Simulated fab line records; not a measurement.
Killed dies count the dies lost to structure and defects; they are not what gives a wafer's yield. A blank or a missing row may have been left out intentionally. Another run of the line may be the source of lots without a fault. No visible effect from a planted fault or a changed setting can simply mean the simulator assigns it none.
The tool behind it: which one? + flow nand_harc + 24 wafers from 8 lots sampled at 7 of the route's 1302 steps

== WHAT THE GAUGES SHOWED, per wafer ==
NHARC_A_CHANNEL_FILL_D2_THK_MEAS_06: measures by ellipsometry. Usual: 5.0 nm for thk_nm, sd 1.
| lot  | measured     | on            | thk_nm (nm)    | flag |
|------|--------------|---------------|----------------|------|
| L461 | day 15 16:46 | film_metro-02 | 5.8 7.3 6.1    |      |
| L462 | day 15 16:46 | film_metro-01 | 5.1 4.3 5.2    |      |
| L473 | day 20 02:15 | film_metro-01 | 10.8 12.2 12.3 | OFF  |
| L472 | day 20 02:15 | film_metro-02 | 12.3 13.7 11.5 | OFF  |
| L478 | day 22 21:16 | film_metro-02 | 5.9 3.7 4.6    |      |
| L479 | day 23 01:28 | film_metro-02 | 4.6 5.2 5.5    |      |
| L481 | day 23 22:43 | film_metro-02 | 5.9 4.9 5.1    |      |
| L483 | day 24 04:32 | film_metro-02 | 6.4 2.8 4.0    |      |

NHARC_END_WLT_00. Usual: VT_DECK1_BOTTOM 0.872, standard deviation 0.0079; VT_DECK1_BOTTOM_INNER 0.871, standard deviation 0.0077; VT_DECK1_MEDIAN_NEAR_BOTTOM 0.873, standard deviation 0.0076; VT_DECK1_MEDIAN_NEAR_BOTTOM_INNER 0.873, standard deviation 0.0073; VT_DECK1_MIDDLE 0.885, standard deviation 0.0074; VT_DECK1_MIDDLE_INNER 0.884, standard deviation 0.0074; VT_DECK1_TOP 0.897, standard deviation 0.008; VT_DECK1_TOP_INNER 0.896, standard deviation 0.0076; VT_DECK2_BOTTOM 0.869, standard deviation 0.0069; VT_DECK2_BOTTOM_INNER 0.869, standard deviation 0.0069; VT_DECK2_MEDIAN_NEAR_BOTTOM 0.870, standard deviation 0.0077; VT_DECK2_MEDIAN_NEAR_BOTTOM_INNER 0.871, standard deviation 0.0071; VT_DECK2_MIDDLE 0.884, standard deviation 0.0071; VT_DECK2_MIDDLE_INNER 0.884, standard deviation 0.007; VT_DECK2_TOP 0.896, standard deviation 0.0072; VT_DECK2_TOP_INNER 0.896, standard deviation 0.0068.
| lot  | measured     | on        | VT_DECK1_BOTTOM   | VT_DECK1_BOTTOM_INNER | VT_DECK1_MEDIAN_NEAR_BOTTOM | VT_DECK1_MEDIAN_NEAR_BOTTOM_INNER | VT_DECK1_MIDDLE   | VT_DECK1_MIDDLE_INNER | VT_DECK1_TOP      | VT_DECK1_TOP_INNER | VT_DECK2_BOTTOM   | VT_DECK2_BOTTOM_INNER | VT_DECK2_MEDIAN_NEAR_BOTTOM | VT_DECK2_MEDIAN_NEAR_BOTTOM_INNER | VT_DECK2_MIDDLE   | VT_DECK2_MIDDLE_INNER | VT_DECK2_TOP      | VT_DECK2_TOP_INNER | flag |
|------|--------------|-----------|-------------------|-----------------------|-----------------------------|-----------------------------------|-------------------|-----------------------|-------------------|--------------------|-------------------|-----------------------|-----------------------------|-----------------------------------|-------------------|-----------------------|-------------------|--------------------|------|
| L461 | day 24 20:59 | prober-02 | 0.876 0.860 0.864 | 0.863 0.864 0.853     | 0.869 0.862 0.875           | 0.865 0.864 0.866                 | 0.875 0.883 0.882 | 0.882 0.871 0.873     | 0.883 0.882 0.887 | 0.886 0.883 0.877  | 0.875 0.870 0.874 | 0.871 0.873 0.864     | 0.875 0.864 0.875           | 0.879 0.879 0.866                 | 0.885 0.883 0.883 | 0.884 0.886 0.880     | 0.903 0.898 0.905 | 0.906 0.890 0.894  |      |
| L462 | day 24 13:13 | prober-02 | 0.871 0.868 0.865 | 0.871 0.866 0.865     | 0.872 0.866 0.869           | 0.872 0.861 0.875                 | 0.882 0.876 0.888 | 0.874 0.891 0.881     | 0.893 0.883 0.887 | 0.888 0.886 0.885  | 0.870 0.856 0.873 | 0.872 0.861 0.859     | 0.878 0.870 0.874           | 0.876 0.866 0.867                 | 0.885 0.884 0.884 | 0.888 0.885 0.877     | 0.897 0.898 0.893 | 0.894 0.891 0.894  |      |
| L473 | day 29 06:07 | prober-01 | 0.879 0.888 0.879 | 0.875 0.880 0.877     | 0.881 0.885 0.879           | 0.882 0.876 0.880                 | 0.883 0.892 0.881 | 0.878 0.896 0.894     | 0.896 0.903 0.896 | 0.899 0.898 0.904  | 1.080 1.085 1.075 | 1.075 1.084 1.068     | 1.100 1.066 1.080           | 1.083 1.077 1.068                 | 1.126 1.108 1.111 | 1.116 1.119 1.115     | 1.139 1.133 1.131 | 1.138 1.141 1.142  | OFF  |
| L472 | day 28 23:50 | prober-01 | 0.875 0.874 0.880 | 0.877 0.878 0.875     | 0.883 0.879 0.877           | 0.872 0.878 0.877                 | 0.892 0.893 0.893 | 0.894 0.883 0.895     | 0.905 0.900 0.903 | 0.898 0.903 0.889  | 1.065 1.071 1.057 | 1.064 1.073 1.059     | 1.067 1.075 1.071           | 1.069 1.089 1.074                 | 1.087 1.103 1.105 | 1.108 1.104 1.099     | 1.135 1.126 1.122 | 1.138 1.122 1.140  | OFF  |
| L478 | day 32 14:47 | prober-01 | 0.851 0.857 0.870 | 0.858 0.858 0.867     | 0.854 0.866 0.873           | 0.860 0.853 0.870                 | 0.872 0.870 0.873 | 0.872 0.870 0.881     | 0.894 0.898 0.892 | 0.892 0.890 0.896  | 0.876 0.876 0.882 | 0.872 0.874 0.874     | 0.886 0.886 0.880           | 0.877 0.881 0.873                 | 0.889 0.887 0.894 | 0.886 0.895 0.891     | 0.905 0.901 0.911 | 0.906 0.904 0.903  |      |
| L479 | day 32 05:07 | prober-01 | 0.873 0.877 0.873 | 0.873 0.868 0.879     | 0.879 0.865 0.885           | 0.878 0.865 0.874                 | 0.875 0.888 0.888 | 0.887 0.892 0.881     | 0.901 0.899 0.898 | 0.895 0.905 0.892  | 0.872 0.871 0.870 | 0.868 0.871 0.868     | 0.870 0.877 0.864           | 0.877 0.880 0.863                 | 0.879 0.886 0.886 | 0.882 0.887 0.877     | 0.897 0.891 0.903 | 0.899 0.902 0.890  |      |
| L481 | day 33 01:38 | prober-02 | 0.867 0.888 0.867 | 0.873 0.892 0.872     | 0.874 0.889 0.871           | 0.872 0.875 0.868                 | 0.888 0.897 0.890 | 0.889 0.894 0.877     | 0.906 0.913 0.907 | 0.905 0.895 0.900  | 0.861 0.868 0.867 | 0.860 0.875 0.858     | 0.864 0.873 0.867           | 0.867 0.867 0.865                 | 0.882 0.888 0.881 | 0.886 0.879 0.881     | 0.901 0.898 0.898 | 0.891 0.895 0.892  |      |
| L483 | day 33 07:06 | prober-01 | 0.869 0.876 0.874 | 0.868 0.872 0.874     | 0.868 0.875 0.867           | 0.865 0.868 0.877                 | 0.891 0.885 0.891 | 0.889 0.881 0.891     | 0.897 0.897 0.902 | 0.904 0.903 0.900  | 0.854 0.856 0.862 | 0.857 0.854 0.860     | 0.865 0.853 0.858           | 0.865 0.860 0.855                 | 0.874 0.873 0.874 | 0.879 0.873 0.870     | 0.888 0.889 0.889 | 0.884 0.882 0.878  |      |

NHARC_END_SORT_01. Usual: killed_at_array 55, standard deviation 23; killed_at_other 1.0, standard deviation 1.2; killed_at_periphery 3.2, standard deviation 2.7; killed_dies 59, standard deviation 23; killed_open 3.1, standard deviation 1.6; killed_short 2.2, standard deviation 1.5.
| lot  | measured     | on        | killed_at_array | killed_at_other | killed_at_periphery | killed_dies | killed_open | killed_short | flag |
|------|--------------|-----------|-----------------|-----------------|---------------------|-------------|-------------|--------------|------|
| L462 | day 24 16:30 | prober-02 | 27 17 17        | 0 0 0           | 5 8 5               | 32 25 22    | 4 3 1       | 3 4 3        |      |
| L473 | day 29 09:08 | prober-01 | 54 53 44        | 1 0 2           | 3 2 1               | 58 55 47    | 3 3 0       | 2 2 1        |      |
| L472 | day 29 03:43 | prober-01 | 69 72 71        | 1 1 2           | 1 2 2               | 71 75 75    | 3 3 4       | 0 3 3        |      |

== WHICH TOOL RAN EACH LOT (tool, then ch and the chambers of the sampled wafers, then the start) ==
| lot  | NHARC_A_CHANNEL_HOLE_D2_STRIP_28              | NHARC_A_CHANNEL_FILL_D2_ETCHBACK_19 | NHARC_A_CHANNEL_FILL_D2_CVD_05   | NHARC_A_CHANNEL_FILL_D2_ALD_25   |
|------|-----------------------------------------------|-------------------------------------|----------------------------------|----------------------------------|
| L461 | rie_diel-01 ch 0,1, day 15 04:47 or earlier   | rie_si-02 ch 1,2, day 15 04:47      | lpcvd_poly-01 ch 0, day 15 07:28 | ald_hk-04 ch 1,2,3, day 15 16:50 |
| L462 | rie_diel-10 ch 1,3, day 15 04:47 or earlier   | rie_si-06 ch 0,1, day 15 04:47      | lpcvd_poly-01 ch 0, day 15 07:28 | ald_hk-01 ch 2,3, day 15 16:50   |
| L473 | rie_diel-01 ch 0,1,3, day 19 13:52 or earlier | rie_si-02 ch 0,1,3, day 19 13:52    | lpcvd_poly-01 ch 0, day 19 16:33 | ald_hk-02 ch 1,2,3, day 20 02:18 |
| L472 | rie_diel-01 ch 0,3, day 19 13:54 or earlier   | rie_si-06 ch 1,2, day 19 13:54      | lpcvd_poly-01 ch 0, day 19 16:33 | ald_hk-04 ch 1,2, day 20 02:56   |
| L478 | rie_diel-05 ch 1,2,3, day 22 09:16 or earlier | rie_si-06 ch 0,1,2, day 22 09:16    | lpcvd_poly-04 ch 0, day 22 12:02 | ald_hk-01 ch 0,1,2, day 22 21:20 |
| L479 | rie_diel-10 ch 1,2, day 22 13:49 or earlier   | rie_si-01 ch 0,2,3, day 22 13:49    | lpcvd_poly-04 ch 0, day 22 16:35 | ald_hk-04 ch 0,1, day 23 03:05   |
| L481 | rie_diel-05 ch 0,1,3, day 23 10:26 or earlier | rie_si-01 ch 2,3, day 23 10:26      | lpcvd_poly-02 ch 0, day 23 13:12 | ald_hk-01 ch 0,1, day 23 22:46   |
| L483 | rie_diel-01 ch 0,1,2, day 23 17:05 or earlier | rie_si-02 ch 1,2,3, day 23 17:05    | lpcvd_poly-02 ch 0, day 23 19:41 | ald_hk-02 ch 1,2,3, day 24 04:36 |
- NHARC_A_CHANNEL_HOLE_D2_STRIP_28: strips in O2.
- NHARC_A_CHANNEL_FILL_D2_ETCHBACK_19: etches the open film in HBr/Cl2, target depth 5 nm, time 1.7 s.
- NHARC_A_CHANNEL_FILL_D2_CVD_05: deposits poly-Si, target thk 5 nm.
- NHARC_A_CHANNEL_FILL_D2_ALD_25: deposits SiOx, target thk 60 nm, pulse time 10 s, ald cycles 600.

== WHAT THE TOOLS THEMSELVES READ (means of the sampled wafers that have a number; where no wafer has one, the mark that the record gives instead) ==
NHARC_A_CHANNEL_HOLE_D2_STRIP_28. Usual: chamber_pressure_mTorr 59.99 mTorr, standard deviation 0.056; drypump_motor_current_A 5.7 A, standard deviation 0.36; oes_product_au 0.997 a.u., standard deviation 0.01; rf_vpp_V 57.8 V, standard deviation 0.87; showerhead_plenum_p_Torr 3.55 Torr, standard deviation 0.14; throttle_valve_pct 17.037 %, standard deviation 0.009.
| lot  | tool        | chamber_pressure_mTorr (mTorr) | drypump_motor_current_A (A) | oes_product_au (a.u.) | rf_vpp_V (V) | showerhead_plenum_p_Torr (Torr) | throttle_valve_pct (%) | flag |
|------|-------------|--------------------------------|-----------------------------|-----------------------|--------------|---------------------------------|------------------------|------|
| L461 | rie_diel-01 | 60.00                          | 5.5                         | 1.004                 | 57.8         | 3.62                            | 17.041                 |      |
| L462 | rie_diel-10 | 60.03                          | 5.5                         | 0.999                 | 57.6         | 3.54                            | 17.038                 |      |
| L473 | rie_diel-01 | 59.97                          | 5.8                         | 0.997                 | 57.7         | 3.56                            | 17.032                 |      |
| L472 | rie_diel-01 | 60.03                          | 5.9                         | 0.991                 | 57.5         | 3.50                            | 17.039                 |      |
| L478 | rie_diel-05 | 59.99                          | 6.1                         | 0.992                 | 57.3         | 3.62                            | 17.042                 |      |
| L479 | rie_diel-10 | 59.99                          | 5.4                         | 1.000                 | 57.5         | 3.54                            | 17.027                 |      |
| L481 | rie_diel-05 | 60.01                          | 5.9                         | 1.001                 | 57.7         | 3.52                            | 17.037                 |      |
| L483 | rie_diel-01 | 60.03                          | 5.5                         | 0.993                 | 57.7         | 3.57                            | 17.040                 |      |

NHARC_A_CHANNEL_FILL_D2_ETCHBACK_19. Usual: chamber_pressure_mTorr 14.999 mTorr, standard deviation 0.014; drypump_motor_current_A 6.0 A, standard deviation 0.44; he_backside_leak_sccm 2.7 sccm, standard deviation 0.31; oes_product_au 1.000 a.u., standard deviation 0.0098; throttle_valve_pct 26.405 %, standard deviation 0.0087.
| lot  | tool      | chamber_pressure_mTorr (mTorr) | drypump_motor_current_A (A) | he_backside_leak_sccm (sccm) | oes_product_au (a.u.) | throttle_valve_pct (%) | flag |
|------|-----------|--------------------------------|-----------------------------|------------------------------|-----------------------|------------------------|------|
| L461 | rie_si-02 | 15.004                         | 6.0                         | 2.6                          | 0.987                 | 26.404                 |      |
| L462 | rie_si-06 | 14.996                         | 6.2                         | 2.7                          | 1.011                 | 26.394                 |      |
| L473 | rie_si-02 | 14.999                         | 5.9                         | 2.6                          | 1.001                 | 26.411                 |      |
| L472 | rie_si-06 | 14.996                         | 5.8                         | 3.1                          | 1.007                 | 26.403                 |      |
| L478 | rie_si-06 | 14.987                         | 6.1                         | 2.8                          | 0.998                 | 26.400                 |      |
| L479 | rie_si-01 | 15.012                         | 6.2                         | 2.7                          | 0.996                 | 26.401                 |      |
| L481 | rie_si-01 | 15.012                         | 6.1                         | 2.8                          | 0.993                 | 26.399                 |      |
| L483 | rie_si-02 | 15.002                         | 6.1                         | 2.5                          | 1.004                 | 26.409                 |      |

NHARC_A_CHANNEL_FILL_D2_CVD_05. Usual: spike_tc_bottom_C 571.3 C, standard deviation 1.6; spike_tc_centre_C 551.4 C, standard deviation 1.1; spike_tc_lower_C 551.2 C, standard deviation 1.3; spike_tc_top_C 570 C, standard deviation 3.5; spike_tc_upper_C 549.4 C, standard deviation 1.3; tube_center_temp_C 550 C, standard deviation 0.053; zone_power_lower_pct 6.73 %, standard deviation 0.077; zone_power_top_pct 16.2 %, standard deviation 0.89.
| lot  | tool          | spike_tc_bottom_C (C) | spike_tc_centre_C (C) | spike_tc_lower_C (C) | spike_tc_top_C (C) | spike_tc_upper_C (C) | tube_center_temp_C (C) | zone_power_lower_pct (%) | zone_power_top_pct (%) | flag |
|------|---------------|-----------------------|-----------------------|----------------------|--------------------|----------------------|------------------------|--------------------------|------------------------|------|
| L461 | lpcvd_poly-01 | 570.9                 | 552.1                 | 552.1                | 571                | 550.5                | 550                    | 6.73                     | 15.7                   |      |
| L462 | lpcvd_poly-01 | 569.5                 | 551.8                 | 550.3                | 573                | 549.4                | 550                    | 6.64                     | 15.9                   |      |
| L473 | lpcvd_poly-01 | 602.2                 | 583.8                 | 584.4                | 604                | 583.3                | 582                    | 7.28                     | 17.0                   | OFF  |
| L472 | lpcvd_poly-01 | 602.0                 | 583.6                 | 584.2                | 603                | 582.9                | 582                    | 7.30                     | 17.0                   | OFF  |
| L478 | lpcvd_poly-04 | 570.4                 | 550.0                 | 550.4                | 563                | 547.9                | 550                    | 6.69                     | 15.0                   |      |
| L479 | lpcvd_poly-04 | 570.3                 | 550.9                 | 549.7                | 564                | 548.5                | 550                    | 6.79                     | 15.1                   |      |
| L481 | lpcvd_poly-02 | 572.6                 | 551.8                 | 552.5                | 569                | 548.5                | 550                    | 6.76                     | 17.3                   |      |
| L483 | lpcvd_poly-02 | 573.2                 | 552.6                 | 551.6                | 570                | 549.3                | 550                    | 6.76                     | 17.3                   |      |

NHARC_A_CHANNEL_FILL_D2_ALD_25. Usual: heater_power_w 455 W, standard deviation 33; precursor_pulse_height_rel 0.999, standard deviation 0.021.
| lot  | tool      | heater_power_w (W) | precursor_pulse_height_rel | flag |
|------|-----------|--------------------|----------------------------|------|
| L461 | ald_hk-04 | 460                | 1.014                      |      |
| L462 | ald_hk-01 | 463                | 0.991                      |      |
| L473 | ald_hk-02 | 444                | 1.005                      |      |
| L472 | ald_hk-04 | 438                | 1.003                      |      |
| L478 | ald_hk-01 | 461                | 0.985                      |      |
| L479 | ald_hk-04 | 413                | 0.992                      |      |
| L481 | ald_hk-01 | 436                | 0.998                      |      |
| L483 | ald_hk-02 | 450                | 0.992                      |      |

== THE ANSWER, worked out from the rows above alone ==
Rule: lot off if the mean of its wafers having a number is beyond 3 standard deviations from the usual mean. Also off: a lot with no number at a reading for which 4 or more lots have one. Any other lot the step has rows for is counted as sound. Order of review: gauges by route order, followed by the tools' own readings, for which a lot's mean as printed above is used. At the first step where some lot is off, the reading lying furthest off is the one used; lots without a number count as furthest.
Off, at NHARC_A_CHANNEL_FILL_D2_THK_MEAS_06 on thk_nm: L473, L472.
A tool fits if, at a process step before that reading, it ran every lot that is off, and no sound lot after the first of them. Not tried: the gauges at NHARC_A_CHANNEL_FILL_D2_THK_MEAS_06; whatever is off there is also off at NHARC_END_WLT_00, on other tools, and gauge error can't account for it. With no start given for some of its lots, NHARC_A_CHANNEL_HOLE_D2_STRIP_28 uses the hours and lot order of NHARC_A_CHANNEL_FILL_D2_ETCHBACK_19. One fits: lpcvd_poly-01 at NHARC_A_CHANNEL_FILL_D2_CVD_05. A fault onset in the window from L461 (day 15 07:28, its last sound lot) to L472 (day 19 16:33, its first lot off) fits.
The tool's own readings at NHARC_A_CHANNEL_FILL_D2_CVD_05 bear it out: on the lots that are off they differ by more than 5 times the standard deviation of the sound lots' means. spike_tc_bottom_C reads 602.1 C there against 571.1 C on the sound lots; spike_tc_centre_C reads 583.7 C there against 551.5 C on the sound lots; spike_tc_lower_C reads 584.3 C there against 551.1 C on the sound lots; spike_tc_top_C reads 604 C there against 568 C on the sound lots; spike_tc_upper_C reads 583.1 C there against 549.0 C on the sound lots; tube_center_temp_C reads 582 C there against 550 C on the sound lots; zone_power_lower_pct reads 7.29 % there against 6.73 % on the sound lots.

== WHAT THE SIMULATOR HAD INSERTED ==
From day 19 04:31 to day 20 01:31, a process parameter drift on lpcvd_poly-01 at NHARC_A_CHANNEL_FILL_D2_CVD_05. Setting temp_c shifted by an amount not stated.
Lots struck among those shown: L473, L472. The same result came from the rule above.
